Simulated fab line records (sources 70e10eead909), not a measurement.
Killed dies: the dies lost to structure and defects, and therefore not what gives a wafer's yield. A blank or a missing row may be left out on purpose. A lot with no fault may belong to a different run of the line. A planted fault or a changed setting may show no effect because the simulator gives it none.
A lot that was struck, set against a sound lot || flow nandHarc || 14 out of 1159 route steps
Sound: wafers L574.1, L574.2, L574.4. Struck: wafers L563.2, L563.3, L563.4. The cause is named last.
Order at every step that has rows: each side's tool, ch and its chambers, its first start. Under that, the readings that differ: sound wafers || struck wafers || difference of the means || sigmas: that difference in standard deviations of wafers without a fault.
alike: readings with means less than 2 such deviations apart, plus words and numbers identical on both sides. not compared: withheld readings, readings lacking a value on some wafer, bounds such as >300 that could conceal the same value, and numbers that have no deviation in the record and whose values overlap.
Wherever a step has rows on one side only, a row that says differs or no value, or a row with sigmas, the two part there. Non-overlapping numbers with no deviation appear without sigmas and do not part them. Lack of a reading on every wafer of one side parts them only where that side has two or more wafers.

NHARC_A_WL_FILL_STRIP_27: strips in N2/H2, time 20 s.
  sound on plasmaAsher-01 ch 0,1, day 19 10:10; struck on plasmaAsher-02 ch 0,1, day 17 02:49
  alike: drypumpMotorCurrentA, heaterPowerW
  not compared: rfHoursCounterH
then, 5 steps without rows for these wafers: NHARC_A_WL_FILL_STRIP_28 (strips in post etch residue remover, time 1200 s); NHARC_A_WL_FILL_PRECLEAN_06 (cleans in DIW, time 300 s); NHARC_A_WL_FILL_SRD_07; NHARC_A_WL_FILL_ANNEAL_08 (time 1800 s); NHARC_A_WL_FILL_ALD_10 (deposits SiO2, target thk 50 nm, pulse time 10 s, ald cycles 500).
NHARC_A_WL_FILL_ETCHBACK_16: etches the open film in C4F8/O2/Ar, target depth 88 nm, time 17.6 s.
  sound: rieDiel-08 ch 1,2,3; struck: rieDiel-04 ch 0,1,3
  alike: biasW, oesProductAu, rfVppV
  not compared: rfHoursCounterH
NHARC_A_WL_FILL_STRIP_29: strips in O2, time 20 s.
  sound on rieDiel-08 ch 1,2,3, day 19 23:07; struck on rieDiel-04 ch 1,2,3, day 17 13:43
  alike: drypumpMotorCurrentA, oesProductAu, rfVppV, showerheadPlenumPTorr, throttleValvePct
  not compared: rfHoursCounterH
NHARC_A_WL_FILL_ETCHBACK_17: etches the open film in Cl2/BCl3, target depth 4 nm, time 26.7 s.
  sound on rieMetal-02 ch 0,1, day 19 23:12; struck on rieMetal-02 ch 0,1, day 17 13:49
  alike: drypumpMotorCurrentA, oesProductAu
  not compared: rfHoursCounterH
then, 2 steps without rows for these wafers: NHARC_A_WL_FILL_PRECLEAN_18 (cleans in dHF, time 30 s); NHARC_A_WL_FILL_SRD_21.
NHARC_A_WL_FILL_CVD_23: deposits poly-Si, target thk 40 nm, time 800 s.
  sound on lpcvdPoly-03 ch 0, day 20 02:01; struck on lpcvdPoly-01 ch 0, day 18 22:26
  alike: spikeTcLowerC, spikeTcTopC, spikeTcUpperC
NHARC_A_WL_FILL_ETCHBACK_26: etches the open film in HBr, target depth 52 nm, time 13.3 s.
  sound on rieSi-06 ch 1,2,3, day 20 04:35; struck on rieSi-02 ch 0,1,2, day 19 01:01
{"reading": "rfHoursCounterH (h)", "sound": "0.8 0.7 0.6", "struck": "0.1 0.1 0.1", "difference": -0.6, "sigmas": ""}
  alike: biasW, drypumpMotorCurrentA, oesProductAu, throttleValvePct
-- jump in the record: it breaks off in module A_WL_FILL and resumes in module END (first step shown: number 1159 of the route), and 4 days separate the struck wafers' starts before and after --
NHARC_END_SORT_01:
  only the struck wafers appear in the record here, on prober-02 ch 0 at day 22 13:28; the sound ones have no rows

== WHERE THEY PART ==
Within this record, at NHARC_END_SORT_01 only.

WHY: what had been put in by the simulator
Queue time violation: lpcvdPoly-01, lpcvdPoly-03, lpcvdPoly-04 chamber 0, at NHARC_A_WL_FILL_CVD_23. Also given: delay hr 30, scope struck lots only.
